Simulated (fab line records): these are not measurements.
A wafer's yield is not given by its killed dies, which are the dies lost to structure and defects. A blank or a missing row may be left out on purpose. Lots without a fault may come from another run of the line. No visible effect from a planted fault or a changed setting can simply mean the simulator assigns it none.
fab line records ; flow n5_finfet
[record] lots = 6; wafers = 18; last_day = 17
route steps=1938 shown HKMG_FIN@445 BEOL_M4@1111 PASSIVATION@1936
lots that met no fault: from a run of the same line without faults
start_h: the number of hours between the record's first day and the start of the first shown wafer of the lot ; wait_h: hours from the lot's prior step to this one ; " repeats the value in the row above ; L1.1+2: a row that stands for several wafers ; - no value, or no start was given ; * or withheld: withheld ; < > ~ a bound
route shown NAME@n: names a module that has steps shown in the file, with the first one's number in the route ; usual: mean and standard deviation over wafers with no fault ; same: alike in all rows ; chamber/n: place in a boat ; sites: per-site readings ; _std_site: their standard deviation ; _edge_site: the outer-site mean with the inner-site mean subtracted ; radius_mm: for every site, how far away it sits from the centre of the wafer ; mask NAME#n: copy n ; behind: the last tool/chamber to shape the wafer ; hold: why the lot went on hold/how many hours it stayed there/how the hold came to an end ; device: names the non-switching transistor (n, p or np) ; end of line: the tests these same wafers got at the end of their route ; a step given without rows: its recipe and nothing more ; killed: not the wafer's yield, but the dies lost to structure and defects at the first sort ; map: a wafer's dies, x killed, . not, _ none there
set.NAME: the run value of the setting; set.NAME@STEP: its run value at that earlier step ; model.NAME: the simulator's own value behind a step, which no gauge read
lots seen at some steps along the route; tables by step, rows by wafer
services: from which hour (start_h, from the record's first day; less than 0 if before it) a tool's chamber was out of use, for how many hours, and why
[[steps]]
[step N5_HKMG_FIN_STRIP_89]
[recipe] chemistry = N2/H2; material = SOC; time_s = 20; power_w = 500; temp_c = 40; pressure_mtorr = 50; rf_frequency_hz = 6e+07; bias_power_w = 8; h2_frac = 0.5; n2_flow_sccm = 300; h2_flow_sccm = 300
[usual] bias_power_w = 8.000/0.024; drypump_motor_current_A = 5.7/0.44; oes_product_au = 0.77/0.09; rf_vpp_V = 54.4/0.83; showerhead_plenum_p_Torr = 3.47/0.067; temp_c = 40.02/0.11; throttle_valve_pct = 19.03/0.29
[same] time_s = 20
lot.wafer;tool;chamber;start_h;wait_h;bias_power_w;drypump_motor_current_A;oes_product_au;rf_hours_counter_h;rf_vpp_V;showerhead_plenum_p_Torr;temp_c;throttle_valve_pct
L950.1;rie_diel-03;0;93.74;0.0;7.979;5.9;0.92;11;54.4;3.57;40.01;18.78
L950.2;rie_diel-03;2;93.74;0.0;7.992;5.3;0.71;186;54.0;3.50;39.83;19.07
L950.5;rie_diel-03;0;93.74;0.0;8.040;5.9;0.93;-;55.0;3.57;39.79;18.79
L955.1;rie_diel-03;2;120.93;0.0;7.992;5.3;0.70;198;53.9;3.49;40.05;19.10
L955.4;rie_diel-03;0;120.93;0.0;7.948;5.9;0.90;24;54.6;3.56;39.94;18.79
L955.5;rie_diel-03;3;120.93;0.0;7.994;5.3;0.71;-;54.8;3.50;40.09;19.19
L966.1;rie_diel-01;0;192.88;0.0;8.054;6.4;0.73;188;53.4;3.46;40.19;18.91
L966.2;rie_diel-01;3;192.88;0.0;8.034;6.3;0.73;216;54.9;3.44;40.07;18.67
L966.3;rie_diel-01;2;192.88;0.0;7.994;5.2;0.95;7;53.7;3.42;39.86;18.88
L967.2;rie_diel-05;0;195.17;0.0;8.003;6.5;0.71;206;54.2;3.46;39.91;19.00
L967.3;rie_diel-05;3;195.17;0.0;7.993;5.7;0.66;245;53.8;3.33;39.85;19.87
L967.6;rie_diel-05;0;195.17;0.0;8.010;6.5;0.71;-;56.2;3.46;40.03;19.00
L968.3;rie_diel-03;3;202.24;0.0;7.963;5.3;0.68;206;55.5;3.48;39.80;19.24
L968.5;rie_diel-03;3;202.24;0.0;7.961;5.3;0.69;-;54.5;3.48;39.96;19.25
L968.6;rie_diel-03;0;202.24;0.0;7.999;5.9;0.87;-;56.1;3.56;39.94;18.82
L969.1;rie_diel-05;1;205.49;0.0;8.017;5.1;0.77;147;53.8;3.34;39.92;18.90
L969.4;rie_diel-05;1;205.49;0.0;7.991;5.1;0.77;-;55.7;3.34;39.98;18.89
L969.5;rie_diel-05;3;205.49;0.0;7.991;5.7;0.66;-;52.3;3.32;40.02;19.88
[step N5_HKMG_FIN_WET_ETCH_87]
[recipe] chemistry = SC1; target = TiN; mix = 1:2:40; temp_c = 50; time_s = 154.2; target_depth_nm = 4.7; dry = ipa_marangoni; rinse_time_s = 30; rinse_temp_c = 23
[step N5_HKMG_FIN_STRIP_88]
[recipe] chemistry = N2/H2; power_w = 2500; temp_c = 300; h2_frac = 0.65; time_s = 360; pressure_mtorr = withheld; n2_flow_sccm = 1750; h2_flow_sccm = 3250
[step N5_HKMG_FIN_NWFM_ALD_20]
[recipe] material = TiAlC; target_thk_a = 20; temp_c = 300; ald_precursor_family = TiCl4; ald_co_reactant = TEA; pulse_time_s = 3; purge_time_s = 2; co_reactant_purge_time_s = 2; co_reactant_pulse_time_s = 10; ald_cycles = 7; pressure_torr = 3
[usual] ald_cycles = 7/0; heater_power_w = 506/31; precursor_pulse_height_rel = 0.999/0.022
lot.wafer;tool;chamber;start_h;wait_h;ald_cycles;heater_power_w;precursor_pulse_height_rel
L950.1;ald_metal-02;0;94.31;0.3;7;469;0.993
L950.2;ald_metal-02;2;94.31;0.3;7;569;0.999
L950.5;ald_metal-02;2;94.31;0.3;7;569;1.028
L955.1;ald_metal-04;2;121.51;0.3;7;497;0.964
L955.4;ald_metal-04;2;121.51;0.3;7;519;1.014
L955.5;ald_metal-04;0;121.51;0.3;7;515;0.948
L966.1;ald_metal-01;1;193.45;0.3;7;494;0.991
L966.2;ald_metal-01;0;193.45;0.3;7;506;1.019
L966.3;ald_metal-01;2;193.45;0.3;7;499;1.044
L967.2;ald_metal-01;1;195.75;0.3;7;471;0.998
L967.3;ald_metal-01;0;195.75;0.3;7;507;0.971
L967.6;ald_metal-01;0;195.75;0.3;7;506;1.006
L968.3;ald_metal-01;0;203.00;0.2;7;501;1.001
L968.5;ald_metal-01;0;203.00;0.2;7;498;0.990
L968.6;ald_metal-01;1;203.00;0.2;7;494;1.015
L969.1;ald_metal-02;2;206.06;0.3;7;588;0.983
L969.4;ald_metal-02;0;206.06;0.3;7;478;0.986
L969.5;ald_metal-02;0;206.06;0.3;7;469;1.014
[step N5_HKMG_FIN_ALD_71]
[recipe] material = TiN; target_thk_a = 10; temp_c = 400; ald_precursor_family = TiCl4; ald_co_reactant = NH3; pulse_time_s = 1; purge_time_s = 3; co_reactant_purge_time_s = 2; co_reactant_pulse_time_s = 2; ald_cycles = 47; pressure_torr = 3
[step N5_HKMG_FIN_COAT_66]
[recipe] resist = SOC; temp_c = 250; time_s = 60; spin_rpm = 1500; resist_thk_nm = 300
[step N5_HKMG_FIN_ETCH_67]
[recipe] chemistry = N2/H2; target = SOC; target_depth_a = 3889; stop_on = TiN; ion_energy_ev = 100; bias_w = 61; pressure_mtorr = 30; source_w = 850; n2_flow_sccm = 200; h2_flow_sccm = 200
[usual] drypump_motor_current_A = 5.7/0.47; oes_product_au = 0.76/0.081; rf_vpp_V = 241.7/1.2; showerhead_plenum_p_Torr = 2.62/0.052; throttle_valve_pct = 17.78/0.23
lot.wafer;tool;chamber;start_h;wait_h;drypump_motor_current_A;oes_product_au;rf_hours_counter_h;rf_vpp_V;showerhead_plenum_p_Torr;throttle_valve_pct
L950.1;rie_diel-03;2;94.94;-;5.3;0.71;187;241.4;2.65;17.73
L950.2;rie_diel-03;1;94.94;-;5.3;0.94;5;240.0;2.59;17.59
L950.5;rie_diel-03;1;94.94;-;5.3;0.94;-;241.4;2.59;17.58
L955.1;rie_diel-05;3;121.96;-;5.7;0.68;223;239.6;2.53;18.35
L955.4;rie_diel-05;1;121.96;-;5.1;0.77;121;240.9;2.54;17.43
L955.5;rie_diel-05;3;121.96;-;5.7;0.68;-;240.2;2.53;18.34
L966.1;rie_diel-03;0;193.89;-;5.9;0.87;36;244.5;2.70;17.64
L966.2;rie_diel-03;2;193.89;-;5.3;0.68;230;241.7;2.63;17.80
L966.3;rie_diel-03;1;193.89;-;5.3;0.84;44;241.0;2.57;17.67
L967.2;rie_diel-01;2;196.28;-;5.2;0.94;8;241.0;2.59;17.76
L967.3;rie_diel-01;3;196.28;-;6.3;0.71;217;241.6;2.61;17.71
L967.6;rie_diel-01;2;196.28;-;5.2;0.93;-;241.3;2.59;17.76
L968.3;rie_diel-01;2;203.56;-;5.2;0.92;10;242.6;2.59;17.76
L968.5;rie_diel-01;1;203.56;-;5.7;0.77;-;241.6;2.69;17.88
L968.6;rie_diel-01;0;203.56;-;6.3;0.72;-;242.0;2.62;17.71
L969.1;rie_diel-05;1;206.50;-;5.1;0.75;147;241.5;2.53;17.49
L969.4;rie_diel-05;3;206.50;-;5.7;0.67;-;241.3;2.52;18.39
L969.5;rie_diel-05;0;206.50;-;6.5;0.70;-;241.7;2.62;17.66
[step N5_HKMG_FIN_STRIP_90]
[recipe] chemistry = N2/H2; material = SOC; time_s = 20; power_w = 500; temp_c = 40; pressure_mtorr = 50; rf_frequency_hz = 6e+07; bias_power_w = 8; h2_frac = 0.5; n2_flow_sccm = 300; h2_flow_sccm = 300
[usual] bias_power_w = 7.999/0.026; drypump_motor_current_A = 5.8/0.47; oes_product_au = 0.77/0.082; rf_vpp_V = 54.3/0.81; showerhead_plenum_p_Torr = 3.46/0.066; temp_c = 40.00/0.11; throttle_valve_pct = 19.0/0.3
[same] time_s = 20
lot.wafer;tool;chamber;start_h;wait_h;bias_power_w;drypump_motor_current_A;oes_product_au;rf_hours_counter_h;rf_vpp_V;showerhead_plenum_p_Torr;temp_c;throttle_valve_pct
L950.1;rie_diel-03;2;95.00;0.0;8.000;5.3;0.72;187;55.0;3.50;39.96;19.1
L950.2;rie_diel-03;1;95.00;0.0;7.968;5.3;0.94;5;54.9;3.42;39.88;18.7
L950.5;rie_diel-03;1;95.00;0.0;8.017;5.3;0.95;-;54.3;3.42;39.98;18.7
L955.1;rie_diel-05;3;122.02;0.0;8.028;5.7;0.69;223;53.8;3.34;40.19;19.8
L955.4;rie_diel-05;1;122.02;0.0;8.057;5.1;0.79;121;53.3;3.35;39.93;18.9
L955.5;rie_diel-05;3;122.02;0.0;7.962;5.7;0.68;-;54.5;3.34;40.02;19.8
L966.1;rie_diel-03;0;193.95;0.0;8.049;5.8;0.87;36;53.6;3.56;39.95;18.8
L966.2;rie_diel-03;2;193.95;0.0;8.009;5.3;0.68;230;53.3;3.47;40.06;19.2
L966.3;rie_diel-03;1;193.95;0.0;7.996;5.4;0.85;45;54.0;3.40;39.86;18.7
L967.2;rie_diel-01;2;196.34;0.0;7.994;5.3;0.94;8;55.9;3.42;39.95;18.9
L967.3;rie_diel-01;3;196.34;0.0;8.024;6.3;0.72;218;54.3;3.44;39.89;18.7
L967.6;rie_diel-01;2;196.34;0.0;7.997;5.2;0.94;-;53.9;3.42;40.11;18.9
L968.3;rie_diel-01;2;203.62;0.0;8.005;5.2;0.93;10;53.6;3.42;39.97;18.9
L968.5;rie_diel-01;1;203.62;0.0;7.978;5.7;0.78;-;55.6;3.54;40.09;19.2
L968.6;rie_diel-01;0;203.62;0.0;8.028;6.4;0.73;-;55.5;3.46;39.93;18.9
L969.1;rie_diel-05;1;206.56;0.0;8.009;5.1;0.77;148;53.4;3.34;40.20;18.9
L969.4;rie_diel-05;3;206.56;0.0;8.018;5.7;0.67;-;54.5;3.32;39.87;19.9
L969.5;rie_diel-05;0;206.56;0.0;8.017;6.4;0.71;-;55.0;3.46;40.22;19.0
[step N5_HKMG_FIN_WET_ETCH_73]
[recipe] chemistry = SC1; mix = 1:2:40; temp_c = 50; time_s = 42.3; target_depth_nm = 1.3; dry = ipa_marangoni; rinse_time_s = 30; rinse_temp_c = 23
[step N5_HKMG_FIN_ETCHBACK_68]
[recipe] chemistry = Cl2/Ar; stop_on = HfO2; target_depth_a = 5; pressure_mtorr = 10; icp_w = 600; bias_w = 60; Cl2_flow_sccm = 40; Ar_flow_sccm = 60
[step N5_HKMG_FIN_STRIP_69]
[recipe] chemistry = N2/H2; power_w = 2500; temp_c = 300; h2_frac = 0.65; time_s = 360; pressure_mtorr = withheld; n2_flow_sccm = 1750; h2_flow_sccm = 3250
[usual] drypump_motor_current_A = 5.7/0.56; heater_power_w = 460/11; temp_c = 299.98/0.19
[same] time_s = 360
lot.wafer;tool;chamber;start_h;wait_h;drypump_motor_current_A;heater_power_w;rf_hours_counter_h;temp_c
L950.1;plasma_asher-02;1;95.30;0.1;5.3;478;37;299.82
L950.2;plasma_asher-02;0;95.30;0.1;6.4;459;37;299.70
L950.5;plasma_asher-02;1;95.30;0.1;5.3;462;-;299.79
L955.1;plasma_asher-02;1;122.33;0.1;5.3;476;42;300.01
L955.4;plasma_asher-02;0;122.33;0.1;6.4;453;-;299.86
L955.5;plasma_asher-02;0;122.33;0.1;6.4;473;-;300.12
L966.1;plasma_asher-02;1;194.25;0.1;5.3;464;56;299.74
L966.2;plasma_asher-02;0;194.25;0.1;6.4;462;56;299.87
L966.3;plasma_asher-02;1;194.25;0.1;5.3;478;-;300.20
L967.2;plasma_asher-01;1;196.64;0.1;5.8;447;110;300.00
L967.3;plasma_asher-01;1;196.64;0.1;5.8;445;-;299.99
L967.6;plasma_asher-01;0;196.64;0.1;5.0;444;-;299.97
L968.3;plasma_asher-02;1;204.04;0.2;5.3;454;-;299.93
L968.5;plasma_asher-02;1;204.04;0.2;5.3;467;-;300.12
L968.6;plasma_asher-02;0;204.04;0.2;6.4;463;-;299.97
L969.1;plasma_asher-02;0;206.88;0.1;6.4;465;59;300.15
L969.4;plasma_asher-02;0;206.88;0.1;6.4;472;-;300.04
L969.5;plasma_asher-02;1;206.88;0.1;5.3;468;-;299.93
[step N5_HKMG_FIN_ALD_21]
[recipe] material = TiN; target_thk_a = 15; temp_c = 400; ald_precursor_family = TiCl4; ald_co_reactant = NH3; pulse_time_s = 1; purge_time_s = 3; co_reactant_purge_time_s = 2; co_reactant_pulse_time_s = 2; ald_cycles = 68; pressure_torr = 3
[step N5_HKMG_FIN_ALD_72]
[recipe] material = W; target_thk_a = 20; temp_c = 300; pressure_torr = 7.5; ald_precursor_family = WF6; ald_co_reactant = B2H6; pulse_time_s = 1; purge_time_s = 2; co_reactant_purge_time_s = 2; co_reactant_pulse_time_s = 3; ald_cycles = 7
[usual] ald_cycles = 7/0; heater_power_w = 462/54; precursor_pulse_height_rel = 1.000/0.02
lot.wafer;tool;chamber;start_h;wait_h;ald_cycles;heater_power_w;precursor_pulse_height_rel;model.W_of_HKMG_FIN_ALD_72.thk_nm
L950.1;cvd_w-02;1;96.05;0.2;7;535;1.004;1.8
L950.2;cvd_w-02;0;96.05;0.2;7;520;1.021;2.2
L950.5;cvd_w-02;1;96.05;0.2;7;518;1.026;2
L955.1;cvd_w-01;0;123.07;0.2;7;492;1.005;1.8
L955.4;cvd_w-01;1;123.07;0.2;7;404;1.021;2
L955.5;cvd_w-01;1;123.07;0.2;7;395;1.011;1.8
L966.1;cvd_w-02;1;195.00;0.2;7;527;1.028;2
L966.2;cvd_w-02;0;195.00;0.2;12;531;1.071;3.6
L966.3;cvd_w-02;1;195.00;0.2;12;517;0.985;3.4
L967.2;cvd_w-02;0;197.39;0.2;12;531;1.000;3.4
L967.3;cvd_w-02;1;197.39;0.2;12;526;1.024;3.4
L967.6;cvd_w-02;1;197.39;0.2;7;515;1.002;2
L968.3;cvd_w-01;0;204.69;0.2;7;486;1.008;1.8
L968.5;cvd_w-01;1;204.69;0.2;7;399;0.997;1.8
L968.6;cvd_w-01;0;204.69;0.2;7;479;1.013;2
L969.1;cvd_w-01;1;207.63;0.2;7;407;0.989;2
L969.4;cvd_w-01;1;207.63;0.2;7;409;0.958;2
L969.5;cvd_w-01;1;207.63;0.2;7;410;0.994;1.8
[step N5_HKMG_FIN_W_FILL_22]
[recipe] material = W; target_thk_a = 600; temp_c = 400; pressure_torr = 39.4; time_s = 18.2
[step N5_BEOL_M4_RC_MEAS_101]
[usual] DIBL_N = 37.0/1.7; DIBL_P = 36.7/2; IOFF_N = 0.17/0.035; IOFF_P = 0.22/0.035; ION_N = 672/12; ION_P = 461/7.5; SS_N = 71.6/0.67; SS_P = 73.4/0.64; VT_N = 250/3.5; VT_P = -250/3.5
lot.wafer;tool;chamber;start_h;wait_h;DIBL_N[mV/V];DIBL_P[mV/V];IOFF_N[nA/um];IOFF_P[nA/um];ION_N[uA/um];ION_P[uA/um];SS_N[mV/dec];SS_P[mV/dec];VT_N[mV];VT_P[mV]
L950.1;prober-01;0;175.77;0.0;35.1;36.8;0.14;0.18;656;450;71.9;73.4;251;-252
L950.2;prober-01;0;175.77;0.0;35.9;38.3;0.15;0.20;682;467;71.5;74.0;252;-252
L950.5;prober-01;0;175.77;0.0;34.4;37.0;0.13;0.19;671;469;72.1;72.9;251;-252
L955.1;prober-01;0;213.35;0.0;38.7;37.4;0.18;0.22;662;456;72.1;73.8;247;-251
L955.4;prober-01;0;213.35;0.0;35.6;34.7;0.13;0.18;677;464;71.3;73.1;250;-253
L955.5;prober-01;0;213.35;0.0;38.1;37.2;0.16;0.21;666;451;72.3;73.0;250;-253
L967.2;prober-01;0;296.80;0.2;33.8;34.2;0.10;0.15;634;451;71.0;72.2;258;-253
L967.3;prober-01;0;296.80;0.2;34.5;36.4;0.12;0.18;658;458;71.1;72.6;258;-250
L967.6;prober-01;0;296.80;0.2;33.9;35.1;0.11;0.17;653;449;71.3;72.6;256;-254
L966.1;prober-02;0;297.30;0.0;39.2;39.3;0.23;0.26;702;470;72.8;73.7;246;-248
L966.2;prober-02;0;297.30;0.0;40.7;41.4;0.27;0.30;693;471;72.5;75.2;241;-248
L966.3;prober-02;0;297.30;0.0;38.9;38.4;0.20;0.25;678;468;72.1;73.6;247;-249
L968.3;prober-01;0;300.52;0.3;37.0;35.4;0.15;0.20;657;453;72.2;72.5;253;-251
L968.5;prober-01;0;300.52;0.3;37.8;37.5;0.17;0.24;674;470;71.9;73.4;247;-248
L968.6;prober-01;0;300.52;0.3;37.2;35.4;0.15;0.21;646;448;72.3;72.8;255;-250
L969.1;prober-02;0;302.21;0.0;38.1;38.9;0.17;0.20;667;451;71.8;73.7;251;-252
L969.4;prober-02;0;302.21;0.0;37.7;39.0;0.17;0.21;667;457;72.5;74.0;251;-252
L969.5;prober-02;0;302.21;0.0;39.2;39.0;0.19;0.21;674;460;72.1;73.5;248;-250
[step N5_PASSIVATION_PROBE_49]
[usual] defect_limited_yield = 91.1/1.3; killed_at_M0_to_M3 = 35/11; killed_at_M4_up = 13/5.4; killed_at_contacts = 14/6.5; killed_at_front_end = 41/11; killed_at_other = 4/3.1; killed_dies = 106/15; killed_open = 69/12; killed_short = 35/7; sort_bin_5_function = 5.2/0.86; sort_bin_6_memory = 3.4/0.64; sort_bin_8_speed = 0.00/0.049; sort_n_pass = 1074/15; sort_yield_pct = 91.0/1.3
[same] gross_dies = 1180; killed_at_back_side = 0; sort_bin_4_leakage[%] = 0
lot.wafer;tool;chamber;start_h;wait_h;defect_limited_yield[%];killed_at_M0_to_M3;killed_at_M4_up;killed_at_contacts;killed_at_front_end;killed_at_other;killed_dies;killed_open;killed_short;sort_bin_5_function[%];sort_bin_6_memory[%];sort_bin_8_speed[%];sort_n_pass;sort_yield_pct[%]
L950.1;prober-01;-;277.83;0.0;91.9;32;15;9;40;0;96;64;32;4.8;3.1;0;1084;91.9
L950.2;prober-01;-;277.88;0.1;91.4;30;18;7;45;1;101;63;34;4.7;3.4;0;1079;91.4
L950.5;prober-01;-;278.03;0.2;90.1;40;25;6;44;2;117;86;29;5.7;3.8;0;1063;90.1
L955.1;prober-01;-;301.99;0.0;94.5;12;6;4;42;1;65;35;30;2.9;2.5;0;1115;94.5
L955.4;prober-01;-;302.14;0.2;91.9;28;16;7;41;3;95;62;33;4.9;3.0;0;1085;91.9
L955.5;prober-01;-;302.19;0.2;90.9;43;13;14;31;6;107;68;35;5.1;3.6;0;1073;90.9
L969.1;prober-02;-;413.25;0.0;87.8;58;14;29;33;10;144;84;57;6.9;4.7;0;1036;87.8
// killed by level:class
L950.1 BEOL_M4:geometric_particle:open=11 FIN_SAQP:geometric_particle:open=9 FIN_SAQP:geometric_particle:short=9 STI_FIN_REVEAL:geometric_particle:open=9 BEOL_M0_SAQP:geometric_particle:short=7 BEOL_M3:geometric_particle:open=7 MOL_CONTACT_COAG:geometric_particle:open=6 BEOL_M2:geometric_particle:open=6
L950.2 FIN_SAQP:geometric_particle:open=11 FIN_SAQP:geometric_particle:short=11 BEOL_M4:geometric_particle:open=10 BEOL_M3:geometric_particle:open=7 MOL_CONTACT_COAG:geometric_particle:open=6 BEOL_M1:geometric_particle:short=6 BEOL_M0_SAQP:geometric_particle:open=5 STI_FIN_REVEAL:geometric_particle:open=3
L950.5 BEOL_M4:geometric_particle:open=15 BEOL_M2:geometric_particle:open=11 BEOL_M3:geometric_particle:open=9 FIN_SAQP:geometric_particle:open=8 DUMMY_GATE:geometric_particle:open=8 ILD0:geometric_particle:open=8 ILD0:geometric_particle:short=6 BEOL_M0_SAQP:geometric_particle:open=5
L955.1 FIN_SAQP:geometric_particle:short=9 FIN_SAQP:geometric_particle:open=9 GATE_CUT:geometric_particle:short=5 STI_FIN_REVEAL:geometric_particle:open=4 GATE_CUT:geometric_particle:open=4 MOL_CONTACT_COAG:geometric_particle:open=4 STARTING-WAFER:geometric_particle:short=4 BEOL_M0_SAQP:geometric_particle:short=3
L955.4 STI_FIN_REVEAL:geometric_particle:open=10 GATE_CUT:geometric_particle:short=8 BEOL_M2:geometric_particle:open=8 BEOL_M0_SAQP:geometric_particle:short=7 BEOL_M3:geometric_particle:open=7 BEOL_M0_SAQP:geometric_particle:open=5 BEOL_M4:geometric_particle:open=5 FIN_SAQP:geometric_particle:open=4
L955.5 MOL_CONTACT_COAG:geometric_particle:open=12 BEOL_M2:geometric_particle:open=10 FIN_SAQP:geometric_particle:short=9 BEOL_M3:geometric_particle:open=9 BEOL_M0_SAQP:geometric_particle:open=7 BEOL_M0_SAQP:geometric_particle:short=7 DUMMY_GATE:geometric_particle:open=5 BEOL_M4:geometric_particle:open=5
L969.1 MOL_CONTACT_COAG:geometric_particle:open=23 BEOL_M0_SAQP:geometric_particle:short=12 BEOL_M0_SAQP:geometric_particle:open=8 BEOL_M3:geometric_particle:open=8 FIN_SAQP:geometric_particle:open=7 FIN_SAQP:geometric_particle:short=7 BEOL_M1:geometric_particle:open=7 STI_FIN_REVEAL:geometric_particle:open=6
[[services]]
tool;chamber;start_h;hours;kind
rie_diel-01;-;70.05;2.8;pm
rie_diel-03;1;72.51;-;clean
rie_diel-03;1;72.51;-;consumable_replace:focus_ring
rie_diel-03;1;72.51;12.8;scheduled_down
rie_diel-03;1;72.51;12.8;vent_cycle
cvd_w-01;0;91.57;2.4;repair
rie_diel-05;1;96.03;9.1;repair
cvd_w-01;0;96.11;9.9;repair
plasma_asher-02;-;100.61;3.8;repair
rie_diel-01;2;108.98;7.7;repair
rie_diel-03;0;131.31;33.0;repair
rie_diel-03;1;139.08;7.7;repair
rie_diel-05;-;156.32;4.3;pm
cvd_w-01;0;165.12;11.7;repair
cvd_w-01;0;179.35;6.4;repair
rie_diel-01;1;182.08;1.6;repair
cvd_w-02;0;183.80;4.3;repair
ald_metal-04;2;186.00;8.6;repair
ald_metal-01;3;188.97;21.4;repair
ald_metal-04;3;193.92;7.2;repair
cvd_w-02;-;201.42;7.9;repair
ald_metal-01;2;201.71;7.7;repair
rie_diel-05;2;202.05;-;clean
rie_diel-05;2;202.05;-;consumable_replace:focus_ring
[[key]]
[first_sign] step = N5_HKMG_FIN_ALD_72; reading = ald_cycles; direction = up; sigmas = 99+; usual = *; struck = *
effect none on later readings
[model_effect] step = N5_HKMG_FIN_ALD_72; value = W_of_HKMG_FIN_ALD_72.thk_nm; without = 2.05; struck = 3.45
met_at N5_HKMG_FIN_ALD_72
struck_wafers L966.2,L966.3,L967.2,L967.3
onset_between 96.05 195.00
[fault] kind = process_parameter_drift; tool = cvd_w-02; chamber = -; onset_h = 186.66; steps = N5_HKMG_FIN_ALD_72; channel = ald_cycles; offset = *; shape = step; end_h = 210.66; scope = struck_wafers_only; stated = *
